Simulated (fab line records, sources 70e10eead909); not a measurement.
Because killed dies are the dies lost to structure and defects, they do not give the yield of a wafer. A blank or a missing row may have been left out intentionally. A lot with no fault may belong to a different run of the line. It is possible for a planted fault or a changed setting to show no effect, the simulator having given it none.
Matching of chambers | flow nand_harc | rie_diel-04 running NHARC_P_ZERO_WELL_DESCUM_39: 4 sister chambers
The step chemistry O2, time 3 s. 20 wafers are shown with their chamber, then 10 later ones without.

WAFERS, EACH WITH ITS CHAMBER
wafer  | chamber | showerhead_plenum_p_Torr (Torr) | drypump_motor_current_A (A) | oes_product_au (a.u.)
L075.1 | 3       | 1.85                            | 6.2                         | 1.021
L075.2 | 1       | 1.93                            | 5.5                         | 0.989
L075.5 | 3       | 1.86                            | 6.2                         | 1.021
L077.1 | 3       | 1.85                            | 6.2                         | 1.015
L077.2 | 2       | 1.81                            | 5.6                         | 1.006
L077.3 | 0       | 2.07                            | 5.7                         | 1.013
L079.1 | 2       | 1.81                            | 5.6                         | 1.004
L079.2 | 3       | 1.85                            | 6.2                         | 1.001
L079.4 | 1       | 1.92                            | 5.5                         | 0.971
L079.3 | 0       | 2.07                            | 5.7                         | 1.008
L079.5 | 2       | 1.81                            | 5.6                         | 0.996
L079.6 | 1       | 1.92                            | 5.5                         | 0.971
L082.2 | 0       | 2.07                            | 5.7                         | 1.021
L082.4 | 1       | 1.92                            | 5.4                         | 0.983
L082.6 | 2       | 1.81                            | 5.6                         | 1.010
L084.3 | 2       | 1.81                            | 5.6                         | 1.020
L084.5 | 2       | 1.81                            | 5.6                         | 1.009
L084.6 | 1       | 1.92                            | 5.4                         | 0.991
L085.1 | 0       | 2.06                            | 5.7                         | 1.032
L085.5 | 2       | 1.81                            | 5.6                         | 1.021

SIGNATURES (averages over the wafers above)
reading                  | chamber 0 | chamber 1 | chamber 2 | chamber 3 | scatter within a chamber
showerhead_plenum_p_Torr | 2.0675    | 1.9220    | 1.8100    | 1.8525    | 0.00379
drypump_motor_current_A  | 5.700     | 5.460     | 5.600     | 6.200     | 0.0274
oes_product_au           | 1.01850   | 0.98100   | 1.00943   | 1.01450   | 0.00946
Rule: for a wafer and a chamber, the distance is found by dividing, reading by reading, the gap between the wafer's reading and the chamber's mean by the reading's scatter, squaring, summing and taking the root. The wafer belongs to the nearest chamber; if the next one is less than 2 further off, it can't be placed. The scatter: take each reading less its chamber's mean, square it, sum over the shown wafers, divide by the number of wafers less the number of chambers, and take the root.

WAFERS WITH NO CHAMBER GIVEN
wafer  | showerhead_plenum_p_Torr (Torr) | drypump_motor_current_A (A) | oes_product_au (a.u.)
L085.6 | 1.92                            | 5.4                         | 1.005
L086.2 | 1.80                            | 5.6                         | 1.011
L086.3 | 2.06                            | 5.7                         | 1.007
L086.4 | 1.85                            | 6.2                         | 1.019
L086.1 | 1.91                            | 5.4                         | 0.994
L086.5 | 1.85                            | 6.2                         | 1.016
L086.6 | 2.06                            | 5.7                         | 1.012
L088.4 | 2.06                            | 5.7                         | 1.017
L088.5 | 1.91                            | 5.4                         | 0.989
L088.6 | 1.80                            | 5.6                         | 1.012

WHICH CHAMBER EACH ONE RAN IN
wafer  | from the rows above | in truth
L085.6 | 1                   | 1
L086.2 | 2                   | 2
L086.3 | 0                   | 0
L086.4 | 3                   | 3
L086.1 | 1                   | 1
L086.5 | 3                   | 3
L086.6 | 0                   | 0
L088.4 | 0                   | 0
L088.5 | 1                   | 1
L088.6 | 2                   | 2
Correct placement for 10 of the 10. Number that these rows cannot place: 0. Placed wrongly: 0.
